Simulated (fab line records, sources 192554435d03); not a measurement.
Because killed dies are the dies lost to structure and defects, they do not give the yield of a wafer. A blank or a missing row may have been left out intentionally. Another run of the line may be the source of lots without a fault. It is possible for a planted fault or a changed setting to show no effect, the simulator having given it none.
Split-lot study :: flow n5 finfet :: 21 wafers read across 7 lots, on a route 1938 steps long

## ABOUT THE SPLIT
At N5_BEOL_M8_COAT_22 (resist thk 30 nm), the setting spin rpm was moved away from the recipe's 1500 rpm on 4 of the 21 wafers read, by -9.2% to +3.7%. All remaining wafers had this setting at the recipe value.

## FROM THE SPLIT TO THE READING: what the file shows between them, 5 steps
- N5_BEOL_M8_EBR_24
- N5_BEOL_M8_SOFTBAKE_23: time 60 s
- N5_BEOL_M8_EXPOSE_25: exposes mask V7, target cd 40 nm
- N5_BEOL_M8_PEB_26: peb time 60 s
- N5_BEOL_M8_DEVELOP_27: develop time 30 s

## THE READING
CAR-EUV_of_BEOL_M8_COAT_22.thk nm (the simulator's own value, which no gauge read), in nm, at N5_BEOL_M8_ETCH_72 (etches underlayer in N2/H2, target depth 6.5 nm, time 5.2 s). The file does not state a usual value for it. The 17 wafers here that ran the recipe average 20.3 nm, standard deviation 0.096 nm.

wafer: L080.1
tool, chamber at the split: litho track-04, 0
spin rpm as run, rpm: 1362
against the recipe: -9.2%
CAR-EUV_of_BEOL_M8_COAT_22.thk nm, nm: 21.8
against lot-mates on the recipe: +1.6

wafer: L080.4
tool, chamber at the split: litho track-04, 0
spin rpm as run, rpm: 1500
against the recipe: recipe
CAR-EUV_of_BEOL_M8_COAT_22.thk nm, nm: 20.2
against lot-mates on the recipe: -

wafer: L080.5
tool, chamber at the split: litho track-04, 0
spin rpm as run, rpm: 1500
against the recipe: recipe
CAR-EUV_of_BEOL_M8_COAT_22.thk nm, nm: 20.2
against lot-mates on the recipe: -

wafer: L083.2
tool, chamber at the split: litho track-03, 0
spin rpm as run, rpm: 1500
against the recipe: recipe
CAR-EUV_of_BEOL_M8_COAT_22.thk nm, nm: 20.2
against lot-mates on the recipe: -

wafer: L083.3
tool, chamber at the split: litho track-03, 0
spin rpm as run, rpm: 1500
against the recipe: recipe
CAR-EUV_of_BEOL_M8_COAT_22.thk nm, nm: 20.4
against lot-mates on the recipe: -

wafer: L083.4
tool, chamber at the split: litho track-03, 0
spin rpm as run, rpm: 1500
against the recipe: recipe
CAR-EUV_of_BEOL_M8_COAT_22.thk nm, nm: 20.4
against lot-mates on the recipe: -

wafer: L084.3
tool, chamber at the split: litho track-02, 0
spin rpm as run, rpm: 1500
against the recipe: recipe
CAR-EUV_of_BEOL_M8_COAT_22.thk nm, nm: 20.4
against lot-mates on the recipe: -

wafer: L084.4
tool, chamber at the split: litho track-02, 0
spin rpm as run, rpm: 1500
against the recipe: recipe
CAR-EUV_of_BEOL_M8_COAT_22.thk nm, nm: 20.4
against lot-mates on the recipe: -

wafer: L084.6
tool, chamber at the split: litho track-02, 0
spin rpm as run, rpm: 1500
against the recipe: recipe
CAR-EUV_of_BEOL_M8_COAT_22.thk nm, nm: 20.2
against lot-mates on the recipe: -

wafer: L085.3
tool, chamber at the split: litho track-04, 0
spin rpm as run, rpm: 1549
against the recipe: +3.3%
CAR-EUV_of_BEOL_M8_COAT_22.thk nm, nm: 19.8
against lot-mates on the recipe: -0.6

wafer: L085.4
tool, chamber at the split: litho track-04, 0
spin rpm as run, rpm: 1500
against the recipe: recipe
CAR-EUV_of_BEOL_M8_COAT_22.thk nm, nm: 20.4
against lot-mates on the recipe: -

wafer: L085.6
tool, chamber at the split: litho track-04, 0
spin rpm as run, rpm: 1549
against the recipe: +3.3%
CAR-EUV_of_BEOL_M8_COAT_22.thk nm, nm: 19.8
against lot-mates on the recipe: -0.6

wafer: L076.1
tool, chamber at the split: litho track-03, 0
spin rpm as run, rpm: 1500
against the recipe: recipe
CAR-EUV_of_BEOL_M8_COAT_22.thk nm, nm: 20.4
against lot-mates on the recipe: -

wafer: L076.2
tool, chamber at the split: litho track-03, 0
spin rpm as run, rpm: 1500
against the recipe: recipe
CAR-EUV_of_BEOL_M8_COAT_22.thk nm, nm: 20.4
against lot-mates on the recipe: -

wafer: L076.3
tool, chamber at the split: litho track-03, 0
spin rpm as run, rpm: 1500
against the recipe: recipe
CAR-EUV_of_BEOL_M8_COAT_22.thk nm, nm: 20.2
against lot-mates on the recipe: -

wafer: L090.1
tool, chamber at the split: litho track-03, 0
spin rpm as run, rpm: 1500
against the recipe: recipe
CAR-EUV_of_BEOL_M8_COAT_22.thk nm, nm: 20.4
against lot-mates on the recipe: -

wafer: L090.3
tool, chamber at the split: litho track-03, 0
spin rpm as run, rpm: 1500
against the recipe: recipe
CAR-EUV_of_BEOL_M8_COAT_22.thk nm, nm: 20.4
against lot-mates on the recipe: -

wafer: L090.4
tool, chamber at the split: litho track-03, 0
spin rpm as run, rpm: 1500
against the recipe: recipe
CAR-EUV_of_BEOL_M8_COAT_22.thk nm, nm: 20.4
against lot-mates on the recipe: -

wafer: L093.1
tool, chamber at the split: litho track-02, 0
spin rpm as run, rpm: 1500
against the recipe: recipe
CAR-EUV_of_BEOL_M8_COAT_22.thk nm, nm: 20.4
against lot-mates on the recipe: -

wafer: L093.3
tool, chamber at the split: litho track-02, 0
spin rpm as run, rpm: 1556
against the recipe: +3.7%
CAR-EUV_of_BEOL_M8_COAT_22.thk nm, nm: 19.6
against lot-mates on the recipe: -0.7

wafer: L093.5
tool, chamber at the split: litho track-02, 0
spin rpm as run, rpm: 1500
against the recipe: recipe
CAR-EUV_of_BEOL_M8_COAT_22.thk nm, nm: 20.2
against lot-mates on the recipe: -

THE FIT
A straight line over all 21 wafers: CAR-EUV_of_BEOL_M8_COAT_22.thk nm changes by -0.164 nm for each +1% of spin rpm; r = -0.97; the points scatter about the line by 0.094 nm.
The same after taking each lot's own level away (the mean of its wafers on the recipe; 21 wafers): -0.177 nm for each +1%; r = -0.99; scatter 0.074 nm.
According to that fit, moving spin rpm by its largest amount changes the reading by 1.6 nm.
From 20.20 to 20.40 nm: that is the span of the lots' own levels, equal to 2.1 times the standard deviation above.
The two slopes agree, so the slope changes little with the lot-to-lot level.
Check: with one of the wafers moved furthest among these (-9.2%) left out of the fit, the line predicts +1.7 nm for it against its lot-mates. Against them it came out at +1.6 nm.

## THE WHOLE CHAIN: every reading that the file lists as answering this split, in the file's order
step: N5_BEOL_M8_COAT_22
what it does: resist thk 30 nm
reading: CAR-EUV_of_BEOL_M8_COAT_22.thk nm (the simulator's own value, which no gauge read)
change (the file's fit): -0.17 nm for each +1% of the setting
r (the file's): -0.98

step: N5_BEOL_M8_DEVELOP_27
what it does: develop time 30 s
reading: CAR-EUV_of_BEOL_M8_COAT_22.thk nm (the simulator's own value, which no gauge read)
change (the file's fit): -0.162 nm for each +1% of the setting
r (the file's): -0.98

step: N5_BEOL_M8_ETCH_72
what it does: etches underlayer in N2/H2, target depth 6.5 nm, time 5.2 s
reading: CAR-EUV_of_BEOL_M8_COAT_22.thk nm (the simulator's own value, which no gauge read)
change (the file's fit): -0.177 nm for each +1% of the setting
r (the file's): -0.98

## THE FILE'S OWN FIT
CAR-EUV_of_BEOL_M8_COAT_22.thk nm changes by -0.177 nm for each +1% of spin rpm, r = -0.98.
